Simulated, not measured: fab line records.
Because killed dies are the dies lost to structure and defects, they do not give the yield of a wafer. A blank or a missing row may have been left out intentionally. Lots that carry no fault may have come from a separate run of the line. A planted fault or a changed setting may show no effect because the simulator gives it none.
Matching of chambers | flow nandHarc | cmp-04 running NHARC_A_STAIRCASE_CMP_152: 3 sister chambers
The step polishes. 6 wafers are shown with their chamber, then 4 later ones without.

WAFERS PAIRED WITH THEIR CHAMBERS
wafer  | chamber | motorCurrentA (A)
L074.2 | 3       | 10.4
L077.5 | 1       | 12.6
L093.3 | 3       | 10.5
L093.5 | 2       | 12.5
L094.1 | 2       | 12.8
L094.4 | 1       | 11.9

WAFERS MISSING THEIR CHAMBER
wafer  | motorCurrentA (A)
L095.3 | 13.2
L095.4 | 12.0
L096.1 | 11.9
L096.3 | 11.0

WHICH CHAMBER EACH ONE RAN IN
wafer  | from the rows above     | in truth
L095.3 | can't be placed: 2 or 1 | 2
L095.4 | can't be placed: 1 or 2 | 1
L096.1 | can't be placed: 1 or 2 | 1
L096.3 | 3                       | 3
1 of 4 placed correctly. Cannot be placed on the basis of these rows: 3; the candidates contain the true chamber in 3. 0 placed wrongly.
How it was worked out, from the rows above alone: a wafer's distance from a chamber is the root of the sum, over the readings, of the square of ((its reading less the chamber's mean) divided by the reading's scatter). The wafer belongs to the nearest chamber; if the next one is less than 2 further off, it can't be placed. Each chamber's mean is taken over the wafers shown for it. The scatter is the square root of a quotient: the sum, over the shown wafers, of each reading's squared deviation from its chamber's mean, divided by wafers minus chambers.
